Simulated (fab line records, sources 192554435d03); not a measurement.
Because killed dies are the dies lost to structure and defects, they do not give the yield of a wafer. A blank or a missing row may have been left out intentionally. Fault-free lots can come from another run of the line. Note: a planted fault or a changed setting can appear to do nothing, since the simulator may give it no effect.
Split-lot trial ; flow n5_finfet ; 7 lots, 21 wafers read, on a route of 1938 steps

THE SPLIT
At N5_HKMG_FIN_ETCH_55 (etches SOC in N2/H2, target depth 240 nm, time 300 s), the setting bias_w was moved away from the recipe's 150 W on 6 of the 21 wafers read, by -9.1% to +10.1%. This setting was run at the recipe's value on the other wafers.

The reading comes from the split's own step.

THE READING
rf_vpp_V, in V, at N5_HKMG_FIN_ETCH_55 (etches SOC in N2/H2, target depth 240 nm, time 300 s). On this fab line, fault-free wafers typically give 524.0 V with a standard deviation of 2.3 V.

wafer;tool, chamber at the split;bias_w as run, W;against the recipe;rf_vpp_V, V;against lot-mates on the recipe
L081.1;rie_diel-02, 3;150;recipe;528.3;-
L081.4;rie_diel-02, 1;142.9;-4.7%;510.8;-15.7
L081.5;rie_diel-02, 0;150;recipe;524.6;-
L083.1;rie_diel-02, 3;150;recipe;526.3;-
L083.4;rie_diel-02, 2;150;recipe;523.9;-
L083.5;rie_diel-02, 1;150;recipe;527.6;-
L084.1;rie_diel-01, 1;150;recipe;522.9;-
L084.3;rie_diel-01, 2;150;recipe;522.1;-
L084.6;rie_diel-01, 0;150;recipe;523.4;-
L085.4;rie_diel-02, 0;150;recipe;524.8;-
L085.5;rie_diel-02, 2;165.1;+10.1%;554.7;+28.9
L085.6;rie_diel-02, 1;150;recipe;526.8;-
L086.2;rie_diel-06, 3;159.1;+6.1%;540.6;+20.1
L086.4;rie_diel-06, 1;159.1;+6.1%;548.5;+28.0
L086.6;rie_diel-06, 3;150;recipe;520.5;-
L088.3;rie_diel-02, 1;150;recipe;526.5;-
L088.4;rie_diel-02, 0;150;recipe;526.3;-
L088.5;rie_diel-02, 3;142.3;-5.1%;508.0;-18.4
L095.3;rie_diel-01, 0;150;recipe;523.9;-
L095.4;rie_diel-01, 3;136.3;-9.1%;492.1;-30.3
L095.6;rie_diel-01, 1;150;recipe;520.9;-

FIT RESULTS
A straight line over all 21 wafers: rf_vpp_V changes by +3.23 V for each +1% of bias_w; r = +0.98; the points scatter about the line by 2.6 V.
The same after taking each lot's own level away (the mean of its wafers on the recipe; 21 wafers): +3.35 V for each +1%; r = +0.99; scatter 2.3 V.
That fit puts the effect of the largest move of bias_w on the reading at 34 V.
The lots' own levels span 520.50 to 526.45 V, that is 2.6 times the standard deviation above.
The two slopes agree, so the slope changes little with the lot-to-lot level.
Check: with one of the wafers moved furthest among these (+10.1%) left out of the fit, the line predicts +36.6 V for it against its lot-mates. It came out at +28.9 V against them.
Tool readings at the split's step, against how far the setting was moved: rf_vpp_V r = +0.98.

THESE WAFERS: OTHER SPLITS
These wafers also went through other splits before the reading. Each is held against what the fit with the lots' levels taken away leaves over:
other split on the same wafers;wafers away from the commonest value;r with rf_vpp_V (lot level and that fit taken away)
N5_SD_EPI_N_PEB_07 peb_time_s;4;+0.16
N5_SDB_COAT_03 spin_rpm;11;-0.16

FILE'S OWN FIT
rf_vpp_V changes by +3.27 V for each +1% of bias_w, r = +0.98.
